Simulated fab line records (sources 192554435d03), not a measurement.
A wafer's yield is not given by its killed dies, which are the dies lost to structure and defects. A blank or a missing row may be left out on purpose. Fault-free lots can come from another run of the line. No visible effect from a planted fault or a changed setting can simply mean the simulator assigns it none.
fab line records -- flow n5Finfet
[record] lots = 6, wafers = 18, lastDay = 19
route steps=1938 shown BEOL_M12@1616 PASSIVATION@1936
lots that met no fault: from a run of the same line without faults
startH: hours from the record's first day to the start of the lot's first wafer shown -- waitH: hours elapsed since this lot's preceding step -- " identical to the entry in the row above -- L1.1+2: several wafers, shown together as one row -- - no value, or no start was given -- * or withheld: withheld -- < > ~ a bound
route shown NAME@n: a module of which the file shows steps, and the number in the route of the first -- usual: mean/standard deviation of fault-free wafers -- same: alike in all rows -- chamber/n: place in a boat -- sites: per-site readings -- _std_site: how widely they spread, as a standard deviation -- _edge_site: outer sites' mean less inner sites' -- radiusMm: how far each site lies from the wafer's centre -- mask NAME#n: copy n -- behind: the tool/chamber that last shaped the wafer -- hold: reason for holding the lot/hours on hold/outcome of the hold -- device: names the non-switching transistor (n, p or np) -- end of line: at the end of the route, the tests of the same wafers -- step lacking rows: just its recipe -- killed: dies lost to structure and defects at the first sort, not the wafer's yield -- map: per-die view of a wafer (x killed, . not killed, _ where there is no die)
set.NAME: the run value of the setting; set.NAME@STEP: its run value at that earlier step -- model.NAME: the simulator's own value behind a step, which no gauge read
lots at some steps of the route; a table a step, a row a wafer
services: a tool's chamber out of use, with start hour (startH, from the record's first day; less than 0 if before it), hours out, and reason
[[steps]]
[step N5_BEOL_M12_ETCH_59]
[recipe] chemistry = N2/H2, target = BARC, targetDepthA = 890, overetchA = 267, timeS = 67.9, ionEnergyEv = 200, pressureMtorr = 30, sourceW = 840, biasW = 150, n2FlowSccm = 200, h2FlowSccm = 200
[usual] drypumpMotorCurrentA = 5.6/0.38, oesProductAu = 0.70/0.054, rfVppV = 525.3/1.9, showerheadPlenumPTorr = 2.59/0.063, throttleValvePct = 17.58/0.27
lot.wafer,tool,chamber,startH,waitH,drypumpMotorCurrentA,oesProductAu,rfHoursCounterH,rfVppV,showerheadPlenumPTorr,throttleValvePct
L162.1,rieDiel-01,2,258.26,0.0,5.9,0.68,92,527.9,2.68,17.62
L162.3,rieDiel-01,0,258.26,0.0,5.9,0.73,48,526.2,2.69,17.36
L162.5,rieDiel-01,1,258.26,0.0,5.3,0.61,-,525.9,2.60,18.01
L170.1,rieDiel-04,0,317.26,0.0,6.1,0.73,69,524.2,2.58,17.49
L170.2,rieDiel-04,1,317.26,0.0,6.2,0.61,240,526.4,2.61,18.26
L170.4,rieDiel-04,3,317.26,0.0,5.5,0.72,55,523.2,2.56,17.35
L180.1,rieDiel-04,3,376.84,0.0,5.5,0.69,79,525.2,2.55,17.39
L180.2,rieDiel-04,0,376.84,0.0,6.1,0.71,93,525.3,2.57,17.51
L180.6,rieDiel-04,0,376.84,0.0,6.1,0.71,-,523.8,2.57,17.52
L178.2,rieDiel-01,2,383.49,0.0,5.9,0.64,137,527.4,2.66,17.73
L178.3,rieDiel-01,0,383.49,0.0,5.9,0.69,89,528.2,2.67,17.44
L178.4,rieDiel-01,1,383.49,0.0,5.3,0.80,15,526.6,2.59,17.63
L179.1,rieDiel-06,2,385.29,0.0,5.6,0.71,63,524.4,2.59,17.58
L179.3,rieDiel-06,3,385.29,0.0,4.9,0.75,23,528.3,2.70,17.46
L179.5,rieDiel-06,3,385.29,0.0,5.0,0.74,-,529.5,2.70,17.45
L183.1,rieDiel-06,1,402.00,0.0,5.6,0.64,154,522.6,2.53,17.98
L183.4,rieDiel-06,3,402.00,0.0,4.9,0.74,31,528.5,2.70,17.46
L183.5,rieDiel-06,0,402.00,0.0,5.2,0.70,-,525.2,2.55,17.16
[step N5_BEOL_M12_VIA_ETCH_16]
[recipe] chemistry = C4F8/O2/Ar, target = SiOC, pressureMtorr = 30, sourceW = 3000, biasW = 700, Ar_flow_sccm = 400, C4F8_flow_sccm = 15, O2_flow_sccm = 8, heInnerTorr = 15, heOuterTorr = 30, targetDepthA = 7248, timeS = withheld, ionEnergyEv = 250, ends = cleared
[usual] O2_flow_sccm = 8.001/0.023, drypumpMotorCurrentA = 5.6/0.37, oesProductAu = 0.74/0.062, rfVppV = 667.3/2.2, showerheadPlenumPTorr = 3.48/0.077, throttleValvePct = 23.95/0.29
lot.wafer,tool,chamber,startH,waitH,O2_flow_sccm,drypumpMotorCurrentA,oesProductAu,rfVppV,showerheadPlenumPTorr,throttleValvePct
L162.1,rieDiel-01,2,258.31,0.0,8.005,5.9,0.71,669.7,3.55,23.77
L162.3,rieDiel-01,0,258.31,0.0,8.016,5.9,0.77,671.0,3.63,23.86
L162.5,rieDiel-01,1,258.31,0.0,8.017,5.3,0.64,666.6,3.51,24.37
L170.1,rieDiel-04,0,317.31,0.0,7.993,6.1,0.78,665.0,3.45,23.72
L170.2,rieDiel-04,1,317.31,0.0,7.967,6.2,0.63,668.6,3.53,24.74
L170.4,rieDiel-04,3,317.31,0.0,7.984,5.5,0.75,665.7,3.47,23.82
L180.1,rieDiel-04,3,376.89,0.0,8.024,5.5,0.74,666.1,3.46,23.84
L180.2,rieDiel-04,0,376.89,0.0,8.007,6.1,0.75,666.2,3.44,23.74
L180.6,rieDiel-04,0,376.89,0.0,7.980,6.1,0.75,665.2,3.44,23.73
L178.2,rieDiel-01,2,383.54,0.0,7.995,5.9,0.67,669.5,3.52,23.82
L178.3,rieDiel-01,0,383.54,0.0,8.005,5.9,0.72,670.1,3.61,23.91
L178.4,rieDiel-01,1,383.54,0.0,7.991,5.3,0.85,667.2,3.50,24.11
L179.1,rieDiel-06,2,385.34,0.0,7.990,5.6,0.76,666.3,3.46,23.80
L179.3,rieDiel-06,3,385.34,0.0,7.997,5.0,0.80,669.7,3.63,23.93
L179.5,rieDiel-06,3,385.34,0.0,8.029,4.9,0.80,671.1,3.63,23.94
L183.1,rieDiel-06,1,402.05,0.0,7.990,5.6,0.67,664.0,3.41,24.39
L183.4,rieDiel-06,3,402.05,0.0,8.011,4.9,0.79,670.3,3.62,23.94
L183.5,rieDiel-06,0,402.05,0.0,8.020,5.2,0.75,665.3,3.42,23.50
[step N5_BEOL_M12_STRIP_63]
[recipe] chemistry = N2/H2, powerW = 1000, tempC = 250, h2Frac = 0.65, overashFraction = 0.3, pressureMtorr = 1000, n2FlowSccm = 1750, h2FlowSccm = 3250
[usual] drypumpMotorCurrentA = 5.7/0.44, heaterPowerW = 342/22, oesProductAu = 0.693/0.0044, stripTimeToEndpointS = 42.2/0.83
lot.wafer,tool,chamber,startH,waitH,drypumpMotorCurrentA,heaterPowerW,oesProductAu,rfHoursCounterH,stripTimeToEndpointS
L162.1,plasmaAsher-02,1,258.51,-,5.9,319,0.690,68,43.2
L162.3,plasmaAsher-02,0,258.51,-,5.2,371,0.691,-,42.0
L162.5,plasmaAsher-02,0,258.51,-,5.2,357,0.692,-,41.0
L170.1,plasmaAsher-01,1,317.51,-,6.5,361,0.699,135,42.5
L170.2,plasmaAsher-01,0,317.51,-,5.6,318,0.695,135,42.1
L170.4,plasmaAsher-01,0,317.51,-,5.6,327,0.694,-,41.6
L180.1,plasmaAsher-02,0,377.09,-,5.2,369,0.692,92,42.0
L180.2,plasmaAsher-02,1,377.09,-,5.9,321,0.690,92,41.8
L180.6,plasmaAsher-02,0,377.09,-,5.2,370,0.696,-,42.1
L178.2,plasmaAsher-01,1,383.74,-,6.4,366,0.696,148,43.1
L178.3,plasmaAsher-01,0,383.74,-,5.6,325,0.691,-,42.7
L178.4,plasmaAsher-01,1,383.74,-,6.5,357,0.693,-,41.6
L179.1,plasmaAsher-02,1,385.57,-,5.9,316,0.698,94,42.7
L179.3,plasmaAsher-02,1,385.57,-,5.9,316,0.697,-,43.0
L179.5,plasmaAsher-02,0,385.57,-,5.2,370,0.685,-,42.1
L183.1,plasmaAsher-02,0,402.25,-,5.2,372,0.697,97,43.0
L183.4,plasmaAsher-02,1,402.25,-,5.9,314,0.690,-,42.0
L183.5,plasmaAsher-02,1,402.25,-,5.9,322,0.700,-,42.7
[step N5_BEOL_M12_STRIP_64]
[recipe] chemistry = N2/H2, powerW = 1000, tempC = 250, h2Frac = 0.65, overashFraction = 0.3, pressureMtorr = withheld, n2FlowSccm = 1750, h2FlowSccm = 3250
[usual] drypumpMotorCurrentA = 5.7/0.44, heaterPowerW = 342/22, oesProductAu = 0.716/0.0048, stripTimeToEndpointS = 31.30/0.072
lot.wafer,tool,chamber,startH,waitH,drypumpMotorCurrentA,heaterPowerW,oesProductAu,rfHoursCounterH,stripTimeToEndpointS
L162.1,plasmaAsher-02,1,258.57,0.0,5.9,318,0.713,68,31.40
L162.3,plasmaAsher-02,0,258.57,0.0,5.2,365,0.717,-,31.37
L162.5,plasmaAsher-02,0,258.57,0.0,5.3,366,0.726,-,31.38
L170.1,plasmaAsher-01,1,317.57,0.0,6.5,355,0.713,135,31.36
L170.2,plasmaAsher-01,0,317.57,0.0,5.6,317,0.713,135,31.44
L170.4,plasmaAsher-01,0,317.57,0.0,5.6,319,0.713,-,31.27
L180.1,plasmaAsher-02,0,377.15,0.0,5.3,367,0.717,92,31.28
L180.2,plasmaAsher-02,1,377.15,0.0,5.9,319,0.709,92,31.22
L180.6,plasmaAsher-02,0,377.15,0.0,5.3,368,0.712,-,31.22
L178.2,plasmaAsher-01,1,383.80,0.0,6.5,367,0.717,148,31.35
L178.3,plasmaAsher-01,0,383.80,0.0,5.6,323,0.719,-,31.38
L178.4,plasmaAsher-01,1,383.80,0.0,6.5,364,0.709,-,31.28
L179.1,plasmaAsher-02,1,385.63,0.0,5.9,330,0.717,94,31.36
L179.3,plasmaAsher-02,1,385.63,0.0,5.9,320,0.716,-,31.32
L179.5,plasmaAsher-02,0,385.63,0.0,5.3,355,0.723,-,31.31
L183.1,plasmaAsher-02,0,402.31,0.0,5.2,365,0.712,97,31.16
L183.4,plasmaAsher-02,1,402.31,0.0,5.9,320,0.720,-,31.14
L183.5,plasmaAsher-02,1,402.31,0.0,5.9,329,0.725,-,31.16
[step N5_BEOL_M12_STRIP_71]
[recipe] chemistry = postEtchResidueRemover, timeS = 60, tempC = 25, removerPh = withheld, removerWaterWtPct = withheld, removerFluorideWtPct = withheld
[step N5_BEOL_M12_SRD_72]
[recipe] timeS = 30, tempC = 23, rinseLiquid = diw, dry = n2Spin, spinRpm = 1500, dryTimeS = 30
[step N5_BEOL_M12_CD_MEAS_17]
[recipe] targetCdNm = 140, polarity = opening
[usual] cdNm = 140.4/2.7
lot.wafer,tool,chamber,startH,waitH,cdNm
L162.1,cdSem-01,-,258.72,0.0,136.0
L162.3,cdSem-01,-,258.72,0.0,141.1
L162.5,cdSem-01,-,258.72,0.0,141.0
L170.1,cdSem-01,-,317.72,0.0,139.1
L170.2,cdSem-01,-,317.72,0.0,139.9
L170.4,cdSem-01,-,317.72,0.0,141.8
L180.1,cdSem-02,-,377.30,0.0,142.7
L180.2,cdSem-02,-,377.30,0.0,142.8
L180.6,cdSem-02,-,377.30,0.0,145.8
L178.2,cdSem-03,-,383.95,0.0,138.7
L178.3,cdSem-03,-,383.95,0.0,141.1
L178.4,cdSem-03,-,383.95,0.0,139.8
L179.1,cdSem-01,-,385.78,0.0,142.2
L179.3,cdSem-01,-,385.78,0.0,140.7
L179.5,cdSem-01,-,385.78,0.0,140.0
L183.1,cdSem-02,-,402.49,0.0,142.4
L183.4,cdSem-02,-,402.49,0.0,142.9
L183.5,cdSem-02,-,402.49,0.0,141.7
[step N5_BEOL_M12_COAT_65]
[recipe] resist = SOC, tempC = 250, timeS = 60, spinRpm = 1500, resistThkNm = 300
[step N5_BEOL_M12_COAT_66]
[recipe] resist = SiARC, tempC = 220, timeS = 60, spinRpm = 1500, resistThkNm = 110
[step N5_BEOL_M12_COAT_22]
[recipe] spinRpm = 2888, resistThkNm = 300
[step N5_BEOL_M12_EBR_24]
[recipe] solvent = PGMEA, ebrWidthMm = 1.5
[step N5_BEOL_M12_SOFTBAKE_23]
[recipe] tempC = 130, timeS = 60
[step N5_BEOL_M12_EXPOSE_25]
[recipe] maskId = M12, na = 0.93, sourceShape = conventional, sigmaOuter = 0.4, polarization = unpolarized, doseMj = 21.8
[usual] exposureDoseMJCm2 = 21.790/0.023, focusOffsetNm = 0.1/0.5
lot.wafer,tool,chamber,startH,waitH,mask,exposureDoseMJCm2,focusOffsetNm,model.BEOL_M12.overlayXNm
L162.1,krfScanner-02,0,258.87,-,M12#0,21.781,0.3,-2.2
L162.3,krfScanner-02,0,258.87,-,M12#0,21.817,0.7,-2.2
L162.5,krfScanner-02,0,258.87,-,M12#0,21.781,-0.8,-2.2
L170.1,krfScanner-02,0,317.87,-,M12#0,21.757,-1.1,-3.6
L170.2,krfScanner-02,0,317.87,-,M12#0,21.768,0.0,-3.6
L170.4,krfScanner-02,0,317.87,-,M12#0,21.775,-0.6,-3.6
L180.1,krfScanner-01,0,377.45,-,M12#0,21.829,0.3,-5.4
L180.2,krfScanner-01,0,377.45,-,M12#0,21.805,0.2,-5.4
L180.6,krfScanner-01,0,377.45,-,M12#0,21.808,0.9,-5.4
L178.2,krfScanner-02,0,384.24,-,M12#0,21.763,-0.7,20.6
L178.3,krfScanner-02,0,384.24,-,M12#0,21.762,0.7,20.6
L178.4,krfScanner-02,0,384.24,-,M12#0,21.775,0.7,20.6
L179.1,krfScanner-02,0,385.93,-,M12#0,21.742,0.1,22.4
L179.3,krfScanner-02,0,385.93,-,M12#0,21.792,0.0,22.4
L179.5,krfScanner-02,0,385.93,-,M12#0,21.780,0.6,22.4
L183.1,krfScanner-01,0,402.77,-,M12#0,21.817,-0.3,-2.8
L183.4,krfScanner-01,0,402.77,-,M12#0,21.826,0.0,-2.8
L183.5,krfScanner-01,0,402.77,-,M12#0,21.809,0.3,-2.8
[step N5_BEOL_M12_PEB_26]
[recipe] pebTempC = 130, pebTimeS = 90
[step N5_BEOL_M12_DEVELOP_27]
[recipe] developTimeS = 45, rinseLiquid = diw, dry = airSpin, devTempC = 21
[step N5_BEOL_M12_HARDBAKE_32]
[recipe] tempC = 130, timeS = 120
[step N5_BEOL_M12_CD_MEAS_28]
[recipe] targetCdNm = 160.2, landingEnergyEv = 500, detector = seInlens, polarity = opening
[usual] cdNm = 160.4/1.4
lot.wafer,tool,chamber,startH,waitH,cdNm
L162.1,cdSem-01,0,259.04,-,159.8
L162.3,cdSem-01,0,259.04,-,160.0
L162.5,cdSem-01,0,259.04,-,161.9
L170.1,cdSem-03,0,318.05,-,162.2
L170.2,cdSem-03,0,318.05,-,160.7
L170.4,cdSem-03,0,318.05,-,159.8
L180.1,cdSem-01,0,377.63,-,159.8
L180.2,cdSem-01,0,377.63,-,159.7
L180.6,cdSem-01,0,377.63,-,158.7
L178.2,cdSem-01,0,384.41,-,158.4
L178.3,cdSem-01,0,384.41,-,158.5
L178.4,cdSem-01,0,384.41,-,159.2
L179.1,cdSem-02,0,386.11,-,162.7
L179.3,cdSem-02,0,386.11,-,159.1
L179.5,cdSem-02,0,386.11,-,161.3
L183.1,cdSem-02,0,402.94,-,157.3
L183.4,cdSem-02,0,402.94,-,160.0
L183.5,cdSem-02,0,402.94,-,161.3
[step N5_BEOL_M12_OVL_MEAS_29]
[recipe] pointsPerWafer = 44
[usual] M12_OVL = -1/4.7
lot.wafer,tool,chamber,startH,waitH,M12_OVL[nm]
L162.1,overlay-02,0,259.08,0.0,-2
L162.3,overlay-02,0,259.08,0.0,-6
L162.5,overlay-02,0,259.08,0.0,0
L170.1,overlay-01,0,318.08,0.0,-6
L170.2,overlay-01,0,318.08,0.0,6
L170.4,overlay-01,0,318.08,0.0,1
L180.1,overlay-01,0,377.66,0.0,-4
L180.2,overlay-01,0,377.66,0.0,-4
L180.6,overlay-01,0,377.66,0.0,-2
L178.2,overlay-01,0,384.43,0.0,17
L178.3,overlay-01,0,384.43,0.0,22
L178.4,overlay-01,0,384.43,0.0,27
L179.1,overlay-02,0,386.14,0.0,23
L179.3,overlay-02,0,386.14,0.0,23
L179.5,overlay-02,0,386.14,0.0,24
L183.1,overlay-02,0,402.97,0.0,-2
L183.4,overlay-02,0,402.97,0.0,0
L183.5,overlay-02,0,402.97,0.0,-7
[step N5_BEOL_M12_INSPECT_30]
[recipe] mode = adi, inspectInstrument = macro
[usual] rawDefectCount = 2.1/1.7
lot.wafer,tool,chamber,startH,waitH,rawDefectCount
L162.1,defectInspect-02,-,259.10,0.0,0
L162.3,defectInspect-02,-,259.10,0.0,2
L162.5,defectInspect-02,-,259.10,0.0,3
L170.1,defectInspect-01,-,318.21,0.1,7
L170.2,defectInspect-01,-,318.21,0.1,2
L170.4,defectInspect-01,-,318.21,0.1,2
L180.1,defectInspect-01,-,377.68,0.0,3
L180.2,defectInspect-01,-,377.68,0.0,2
L180.6,defectInspect-01,-,377.68,0.0,2
L178.2,defectInspect-02,-,384.46,0.0,1
L178.3,defectInspect-02,-,384.46,0.0,6
L178.4,defectInspect-02,-,384.46,0.0,1
L179.1,defectInspect-02,-,386.16,0.0,1
L179.3,defectInspect-02,-,386.16,0.0,0
L179.5,defectInspect-02,-,386.16,0.0,4
L183.1,defectInspect-02,-,402.99,0.0,4
L183.4,defectInspect-02,-,402.99,0.0,1
L183.5,defectInspect-02,-,402.99,0.0,1
[step N5_PASSIVATION_PROBE_49]
[usual] defectLimitedYield = 91.3/1.4, killed_at_M0_to_M3 = 34/10, killed_at_M4_up = 14/5.5, killedAtContacts = 12/6, killedAtFrontEnd = 40/10, killedAtOther = 3.0/2.4, killedDies = 103/17, killedOpen = 68/13, killedShort = 34/7.8, sort_bin_5_function = 5.1/0.97, sort_bin_6_memory = 3.3/0.66, sortNPass = 1077/17, sortYieldPct = 91.2/1.4
[same] grossDies = 1180, killedAtBackSide = 0, sort_bin_4_leakage[%] = 0, sort_bin_8_speed[%] = 0
lot.wafer,tool,chamber,startH,waitH,defectLimitedYield[%],killed_at_M0_to_M3,killed_at_M4_up,killedAtContacts,killedAtFrontEnd,killedAtOther,killedDies,killedOpen,killedShort,sort_bin_5_function[%],sort_bin_6_memory[%],sortNPass,sortYieldPct[%]
L178.4,prober-01,-,423.44,0.2,89.9,49,19,12,38,1,119,75,44,5.9,3.7,1061,89.9
// killed by level:class
L178.4 BEOL_M0_SAQP:geometricParticle:open=13 BEOL_M2:geometricParticle:open=13 BEOL_M0_SAQP:geometricParticle:short=12 FIN_SAQP:geometricParticle:short=9 FIN_SAQP:geometricParticle:open=8 MOL_CONTACT_COAG:geometricParticle:open=8 BEOL_M4:geometricParticle:open=8 STI_FIN_REVEAL:geometricParticle:open=4
[[services]]
tool,chamber,startH,hours,kind
krfScanner-01,-,237.39,10.0,repair
krfScanner-02,-,247.41,1.0,pm
rieDiel-01,-,252.18,2.8,pm
krfScanner-02,-,271.57,0.8,pm
krfScanner-02,-,289.44,2.5,repair
rieDiel-06,3,304.55,-,clean
rieDiel-06,3,304.55,-,consumableReplace:focusRing
rieDiel-06,3,304.55,-,consumableReplace:showerhead
rieDiel-06,3,304.55,15.0,scheduledDown
krfScanner-01,-,321.41,1.0,pm
krfScanner-01,-,329.90,1.0,pm
plasmaAsher-01,-,331.44,1.3,repair
krfScanner-02,-,335.72,1.3,pm
rieDiel-04,1,338.83,3.5,repair
plasmaAsher-02,-,348.15,2.1,repair
krfScanner-01,-,348.95,4.4,pm
rieDiel-06,1,354.22,10.2,repair
rieDiel-01,0,354.91,5.7,repair
krfScanner-02,-,356.16,0.2,repair
plasmaAsher-02,-,362.09,2.8,pm
krfScanner-01,-,363.72,1.3,pm
krfScanner-02,-,370.79,3.6,pm
krfScanner-02,-,395.47,0.8,pm
krfScanner-01,-,396.79,0.8,pm
[[key]]
[firstSign] step = N5_BEOL_M12_OVL_MEAS_29, reading = M12_OVL, direction = up, sigmas = 5, usual = -1, struck = 23
effect none on later readings
[modelEffect] step = N5_BEOL_M12_EXPOSE_25, value = BEOL_M12.overlayXNm, without = 3.6, struck = 21.5
metAt N5_BEOL_M12_EXPOSE_25
struckWafers L178.2,L178.3,L178.4,L179.1,L179.3,L179.5
onsetBetween 317.87 384.24
[fault] kind = scannerMatchingOverlay, tool = krfScanner-02, chamber = -, onsetH = 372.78, steps = N5_BEOL_M12_EXPOSE_25, offset = 17.906
